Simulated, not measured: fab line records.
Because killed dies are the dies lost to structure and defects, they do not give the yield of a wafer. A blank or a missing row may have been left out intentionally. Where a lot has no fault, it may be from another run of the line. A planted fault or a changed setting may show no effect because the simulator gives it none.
Matching of chambers :: flow n5-finfet :: rie-diel-02 running N5_WELL_APT_DESCUM_13: 4 sister chambers
The step chemistry O2, time 7.9 s. 8 wafers are shown with their chamber, then 10 later ones without.

## WAFERS WITH THEIR CHAMBER
wafer: L074.1
chamber: 3
showerhead-plenum-p-Torr (Torr): 2.12
oes-product-au (a.u.): 0.76

wafer: L076.4
chamber: 3
showerhead-plenum-p-Torr (Torr): 2.11
oes-product-au (a.u.): 0.76

wafer: L085.5
chamber: 0
showerhead-plenum-p-Torr (Torr): 2.11
oes-product-au (a.u.): 0.82

wafer: L087.3
chamber: 0
showerhead-plenum-p-Torr (Torr): 2.10
oes-product-au (a.u.): 0.82

wafer: L087.4
chamber: 1
showerhead-plenum-p-Torr (Torr): 2.21
oes-product-au (a.u.): 0.88

wafer: L087.6
chamber: 2
showerhead-plenum-p-Torr (Torr): 2.11
oes-product-au (a.u.): 0.82

wafer: L091.1
chamber: 1
showerhead-plenum-p-Torr (Torr): 2.21
oes-product-au (a.u.): 0.86

wafer: L091.2
chamber: 2
showerhead-plenum-p-Torr (Torr): 2.11
oes-product-au (a.u.): 0.80

## WAFERS WITH NO CHAMBER GIVEN
wafer: L091.3
showerhead-plenum-p-Torr (Torr): 2.10
oes-product-au (a.u.): 0.82

wafer: L092.3
showerhead-plenum-p-Torr (Torr): 2.10
oes-product-au (a.u.): 0.72

wafer: L092.5
showerhead-plenum-p-Torr (Torr): 2.10
oes-product-au (a.u.): 0.81

wafer: L092.6
showerhead-plenum-p-Torr (Torr): 2.21
oes-product-au (a.u.): 0.85

wafer: L093.2
showerhead-plenum-p-Torr (Torr): 2.10
oes-product-au (a.u.): 0.80

wafer: L093.5
showerhead-plenum-p-Torr (Torr): 2.10
oes-product-au (a.u.): 0.81

wafer: L093.6
showerhead-plenum-p-Torr (Torr): 2.21
oes-product-au (a.u.): 0.85

wafer: L094.1
showerhead-plenum-p-Torr (Torr): 2.11
oes-product-au (a.u.): 0.80

wafer: L094.4
showerhead-plenum-p-Torr (Torr): 2.10
oes-product-au (a.u.): 0.80

wafer: L094.6
showerhead-plenum-p-Torr (Torr): 2.10
oes-product-au (a.u.): 0.80

## THE CHAMBER EACH PASSED THROUGH
wafer: L091.3
from the rows above: can't be placed: 0 or 2
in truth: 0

wafer: L092.3
from the rows above: 3
in truth: 3

wafer: L092.5
from the rows above: can't be placed: 0 or 2
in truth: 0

wafer: L092.6
from the rows above: 1
in truth: 1

wafer: L093.2
from the rows above: can't be placed: 2 or 0
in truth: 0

wafer: L093.5
from the rows above: can't be placed: 0 or 2
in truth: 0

wafer: L093.6
from the rows above: 1
in truth: 1

wafer: L094.1
from the rows above: can't be placed: 2 or 0
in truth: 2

wafer: L094.4
from the rows above: can't be placed: 2 or 0
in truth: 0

wafer: L094.6
from the rows above: can't be placed: 2 or 0
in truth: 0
Placed correctly: 3 of 10. Unplaceable from these rows: 7, with the true chamber sitting among the candidates in 7. Number placed wrongly: 0.
How it was worked out, from the rows above alone: a wafer's distance from a chamber is the root of the sum, over the readings, of the square of ((its reading less the chamber's mean) divided by the reading's scatter). The wafer belongs to the nearest chamber; if the next one is less than 2 further off, it can't be placed. A chamber's mean is the mean of its shown wafers. The scatter is the square root of a quotient: the sum, over the shown wafers, of each reading's squared deviation from its chamber's mean, divided by wafers minus chambers.
